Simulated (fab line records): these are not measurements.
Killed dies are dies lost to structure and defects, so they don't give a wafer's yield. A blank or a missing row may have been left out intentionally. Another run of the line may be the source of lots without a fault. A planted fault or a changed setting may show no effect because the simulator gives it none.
Which tool did it? -- flow n5_finfet -- 11 lots with 30 wafers sampled at 7 steps, on a route of 1938 steps

== WHAT EACH GAUGE READ, for each wafer ==
N5_MOL_CONTACT_COAG_CD_MEAS_84: the cd target is 25.1 nm. Usual: cd_nm at 25.1 nm, with a standard deviation of 0.34.
lot,measured,on,cd_nm (nm),flag
L995,day 5 04:37,cd_sem-01,25.1 25.6 25.2,
L998,day 5 23:32,cd_sem-02,25.1 25.5 25.1,
L999,day 5 23:49,cd_sem-01,25.1 24.9,
L100,day 6 10:17,cd_sem-01,25.4 25.5,
L104,day 7 08:21,cd_sem-03,24.7 25.5 24.7,
L106,day 7 20:04,cd_sem-02,24.6 24.4 24.8,
L107,day 8 01:32,cd_sem-03,24.6 24.8,
L109,day 8 15:43,cd_sem-02,18.4 21.1 22.2,OFF
L110,day 8 20:22,cd_sem-01,21.5 21.5 23.4,OFF
L113,day 9 11:55,cd_sem-03,25.7 25.1 25.0,
L116,day 10 13:05,cd_sem-02,25.2 24.7 25.3,

N5_MOL_CONTACT_COAG_CD_MEAS_137: the cd target is 16 nm. Usual: cd_nm at 15.8 nm, with a standard deviation of 0.47.
lot,measured,on,cd_nm (nm),flag
L995,day 5 05:36,cd_sem-03,15.4 16.0 15.6,
L998,day 6 00:28,cd_sem-02,16.3 15.7 16.4,
L999,day 6 00:44,cd_sem-01,16.3 15.9,
L100,day 6 11:19,cd_sem-03,15.7 15.2,
L104,day 7 09:17,cd_sem-02,16.2 16.0 15.1,
L106,day 7 22:43,cd_sem-03,15.8 15.2 15.2,
L107,day 8 02:29,cd_sem-01,15.7 15.3,
L109,day 8 16:45,cd_sem-03,9.3 11.6 12.9,OFF
L110,day 8 22:30,cd_sem-03,11.7 12.8 14.0,OFF
L113,day 9 12:54,cd_sem-03,16.4 16.2 15.2,
L116,day 10 15:01,cd_sem-02,15.1 15.8 16.7,

N5_BEOL_M4_RC_MEAS_101. Usual: DIBL_N 35.8 mV/V, standard deviation 2.2; DIBL_P 35.3 mV/V, standard deviation 2.7; IOFF_N 0.16 nA/um, standard deviation 0.043; IOFF_P 0.21 nA/um, standard deviation 0.043; ION_N 676 uA/um, standard deviation 15; ION_P 463 uA/um, standard deviation 9.1; SS_N 71.4 mV/dec, standard deviation 0.77; SS_P 73.0 mV/dec, standard deviation 0.79; VT_N 250 mV, standard deviation 4; VT_P -249.8 mV, standard deviation 2.8.
lot,measured,on,DIBL_N (mV/V),DIBL_P (mV/V),IOFF_N (nA/um),IOFF_P (nA/um),ION_N (uA/um),ION_P (uA/um),SS_N (mV/dec),SS_P (mV/dec),VT_N (mV),VT_P (mV),flag
L995,day 8 08:11,prober-02,37.7 40.3 35.7,39.0 41.7 37.3,0.19 0.25 0.17,0.24 0.30 0.22,689 708 694,474 481 478,70.9 71.5 70.7,72.4 73.9 72.3,242 240 244,-246.0 -244.5 -247.6,
L998,day 9 05:35,prober-01,36.5 37.2 39.8,36.3 36.8 37.5,0.16 0.18 0.22,0.23 0.22 0.24,654 691 664,450 467 453,71.3 72.1 73.1,73.1 72.9 73.7,250 247 248,-249.0 -250.4 -246.8,
L999,day 9 05:28,prober-02,35.9 38.0,35.7 37.9,0.13 0.19,0.19 0.22,645 697,447 470,71.4 71.5,73.9 74.1,255 246,-252.4 -249.1,
L100,day 10 00:14,prober-02,37.4 38.7,36.2 38.2,0.17 0.19,0.24 0.28,681 695,474 475,71.5 72.6,73.3 73.8,251 247,-248.1 -247.4,
L104,day 10 12:14,prober-02,35.8 37.3 34.9,33.7 35.3 34.2,0.16 0.17 0.14,0.19 0.20 0.19,682 685 674,468 466 469,70.4 71.9 71.3,72.5 74.0 73.3,247 248 250,-248.5 -251.6 -251.7,
L106,day 11 11:06,prober-01,36.1 35.0 38.0,37.7 34.5 38.7,0.16 0.13 0.19,0.24 0.19 0.27,691 675 686,475 465 470,71.5 71.2 72.1,73.4 72.5 73.5,248 253 249,-245.8 -250.0 -247.0,
L107,day 11 07:35,prober-01,36.4 38.4,36.0 38.3,0.16 0.21,0.19 0.23,690 670,464 450,70.8 72.7,73.7 73.3,249 245,-250.6 -248.7,
L113,day 13 05:27,prober-02,34.2 33.0 39.0,33.5 34.1 40.5,0.12 0.13 0.24,0.18 0.19 0.30,666 670 702,460 469 486,70.2 70.6 71.8,72.3 72.6 74.1,255 249 244,-250.9 -249.6 -244.9,
L116,day 13 22:04,prober-02,33.6 34.4 37.1,33.1 32.8 36.3,0.12 0.14 0.17,0.17 0.16 0.21,673 679 673,463 453 449,70.5 71.0 72.3,72.1 72.0 73.5,251 252 250,-255.0 -253.8 -249.5,

== WHICH TOOL RAN EACH LOT (tool, then ch and the chambers of the sampled wafers, then the start) ==
lot,N5_MOL_CONTACT_COAG_SIL_ANNEAL_21,N5_MOL_CONTACT_COAG_ALD_27,N5_MOL_CONTACT_COAG_ALD_123,N5_MOL_CONTACT_COAG_EXPOSE_81
L995,"rtp_anneal-01 ch 0, day 4 20:32","ald_sin-01 ch 2,3, day 5 00:46","ald_sin-04 ch 0,1, day 5 03:45","euv_scanner-01 ch 0, day 5 04:28"
L998,"rtp_anneal-01 ch 0, day 5 12:41","ald_sin-01 ch 1,2,3, day 5 20:35","ald_sin-03 ch 1,2,3, day 5 22:34","euv_scanner-01 ch 0, day 5 23:25"
L999,"rtp_anneal-02 ch 0, day 5 16:39","ald_sin-04 ch 0, day 5 21:04","ald_sin-04 ch 0,3, day 5 22:58","euv_scanner-01 ch 0, day 5 23:40"
L100,"rtp_anneal-01 ch 0, day 6 00:46","ald_sin-01 ch 3, day 6 07:32","ald_sin-03 ch 2,3, day 6 09:26","euv_scanner-01 ch 0, day 6 10:08"
L104,"rtp_anneal-02 ch 0, day 7 01:35","ald_sin-04 ch 0,3, day 7 05:37","ald_sin-03 ch 0,1,3, day 7 07:31","euv_scanner-01 ch 0, day 7 08:13"
L106,"rtp_anneal-01 ch 0, day 7 11:55","ald_sin-03 ch 1,2, day 7 17:19","ald_sin-01 ch 0,1, day 7 19:13","euv_scanner-02 ch 0, day 7 19:56"
L107,"rtp_anneal-02 ch 0, day 7 16:03","ald_sin-03 ch 3, day 7 22:48","ald_sin-01 ch 2, day 8 00:42","euv_scanner-02 ch 0, day 8 01:24"
L109,"rtp_anneal-01 ch 0, day 8 07:16","ald_sin-01 ch 0,1,2, day 8 12:26","ald_sin-04 ch 2,3, day 8 14:51","euv_scanner-01 ch 0, day 8 15:34"
L110,"rtp_anneal-01 ch 0, day 8 11:59","ald_sin-01 ch 1,3, day 8 17:23","ald_sin-04 ch 0,2,3, day 8 19:32","euv_scanner-01 ch 0, day 8 20:14"
L113,"rtp_anneal-01 ch 0, day 9 04:55","ald_sin-04 ch 2,3, day 9 09:10","ald_sin-04 ch 0,2,3, day 9 11:04","euv_scanner-02 ch 0, day 9 11:46"
L116,"rtp_anneal-01 ch 0, day 10 05:22","ald_sin-03 ch 0,2,3, day 10 10:53","ald_sin-01 ch 0,1,2, day 10 12:01","euv_scanner-02 ch 0, day 10 12:58"
- N5_MOL_CONTACT_COAG_SIL_ANNEAL_21: time 60 s.
- N5_MOL_CONTACT_COAG_ALD_27: deposits SiOC, target thk 17 nm, pulse time 1.5 s, time 2720 s.
- N5_MOL_CONTACT_COAG_ALD_123: deposits SiNx, target thk 5 nm, pulse time 1 s, purge time 2 s.
- N5_MOL_CONTACT_COAG_EXPOSE_81: exposes mask VG, defocus 0 nm.

== AS READ BY THE TOOLS THEMSELVES (means over the sampled wafers that have a number; for cases with no such wafer, the mark the record gives instead) ==
N5_MOL_CONTACT_COAG_SIL_ANNEAL_21. Usual: lamp_power_pct 6.07 %, standard deviation 0.22; lamp_zone_4_pct 6.07 %, standard deviation 0.22; wafer_temp_C_max 551.9, standard deviation 0.47.
lot,tool,lamp_power_pct (%),lamp_zone_4_pct (%),wafer_temp_C_max,flag
L995,rtp_anneal-01,6.26,6.26,552.0,
L998,rtp_anneal-01,6.26,6.26,551.6,
L999,rtp_anneal-02,5.81,5.80,552.2,
L100,rtp_anneal-01,6.26,6.25,551.8,
L104,rtp_anneal-02,5.81,5.82,552.1,
L106,rtp_anneal-01,6.26,6.26,552.2,
L107,rtp_anneal-02,5.82,5.81,551.5,
L109,rtp_anneal-01,6.26,6.26,551.8,
L110,rtp_anneal-01,6.26,6.26,551.9,
L113,rtp_anneal-01,6.26,6.26,551.9,
L116,rtp_anneal-01,6.26,6.26,551.9,

N5_MOL_CONTACT_COAG_ALD_27. Usual: chamber_pressure_Torr 2.000 Torr, standard deviation 0.0045; heater_power_w 859 W, standard deviation 55; precursor_pulse_height_rel 0.997, standard deviation 0.02.
lot,tool,chamber_pressure_Torr (Torr),heater_power_w (W),precursor_pulse_height_rel,flag
L995,ald_sin-01,1.998,856,0.998,
L998,ald_sin-01,2.003,838,1.009,
L999,ald_sin-04,1.998,840,0.996,
L100,ald_sin-01,2.004,874,0.976,
L104,ald_sin-04,2.002,835,1.000,
L106,ald_sin-03,2.002,936,0.974,
L107,ald_sin-03,2.005,906,1.001,
L109,ald_sin-01,1.997,824,0.990,
L110,ald_sin-01,1.999,845,0.981,
L113,ald_sin-04,1.997,815,0.987,
L116,ald_sin-03,2.003,911,0.987,

N5_MOL_CONTACT_COAG_ALD_123. Usual: chamber_pressure_Torr 2.000 Torr, standard deviation 0.0043; heater_power_w 859 W, standard deviation 58; precursor_pulse_height_rel 0.999, standard deviation 0.019.
lot,tool,chamber_pressure_Torr (Torr),heater_power_w (W),precursor_pulse_height_rel,flag
L995,ald_sin-04,2.002,807,1.024,
L998,ald_sin-03,1.999,942,1.018,
L999,ald_sin-04,1.999,848,1.008,
L100,ald_sin-03,1.995,906,1.008,
L104,ald_sin-03,2.003,929,0.991,
L106,ald_sin-01,2.003,847,1.007,
L107,ald_sin-01,2.002,796,0.986,
L109,ald_sin-04,1.998,803,0.976,
L110,ald_sin-04,2.002,824,1.001,
L113,ald_sin-04,1.999,824,0.976,
L116,ald_sin-01,1.999,846,0.984,

N5_MOL_CONTACT_COAG_EXPOSE_81. Usual: exposure_dose_mJ_cm2 60.0, standard deviation 0.43; reticle_temp_C 23.01 C, standard deviation 0.093.
lot,tool,exposure_dose_mJ_cm2,reticle_temp_C (C),flag
L995,euv_scanner-01,59.2,23.03,
L998,euv_scanner-01,60.3,23.14,
L999,euv_scanner-01,60.3,22.97,
L100,euv_scanner-01,60.3,23.07,
L104,euv_scanner-01,60.4,22.95,
L106,euv_scanner-02,59.5,23.07,
L107,euv_scanner-02,59.5,22.84,
L109,euv_scanner-01,62.1,22.95,OFF
L110,euv_scanner-01,63.6,22.97,OFF
L113,euv_scanner-02,59.5,23.07,
L116,euv_scanner-02,59.5,23.03,

== THE ANSWER, worked out from the rows above alone ==
Rule: a lot is off if the mean of its wafers that have a number lies more than 3 standard deviations from the usual mean. Also off: a lot with no number at a reading for which 4 or more lots have one. All remaining lots with rows at the step are treated as sound. Order of review: gauges by route order, followed by the tools' own readings, for which a lot's mean as printed above is used. The first step at which some lot is off is used, and at that step the reading that is off furthest; a lot without a number counts as furthest.
Off, at N5_MOL_CONTACT_COAG_CD_MEAS_84 on cd_nm: L109, L110.
A tool fits if, at a process step before that reading, it ran every lot that is off, and no sound lot after the first of them. Not tried: the gauges at N5_MOL_CONTACT_COAG_CD_MEAS_84; whatever is off there is also off at N5_MOL_CONTACT_COAG_CD_MEAS_137, on other tools, and gauge error can't account for it. 2 tools fit, ald_sin-01 at N5_MOL_CONTACT_COAG_ALD_27 and euv_scanner-01 at N5_MOL_CONTACT_COAG_EXPOSE_81, so this cannot tell which one it is.

== WHAT THE SIMULATOR PUT IN ==
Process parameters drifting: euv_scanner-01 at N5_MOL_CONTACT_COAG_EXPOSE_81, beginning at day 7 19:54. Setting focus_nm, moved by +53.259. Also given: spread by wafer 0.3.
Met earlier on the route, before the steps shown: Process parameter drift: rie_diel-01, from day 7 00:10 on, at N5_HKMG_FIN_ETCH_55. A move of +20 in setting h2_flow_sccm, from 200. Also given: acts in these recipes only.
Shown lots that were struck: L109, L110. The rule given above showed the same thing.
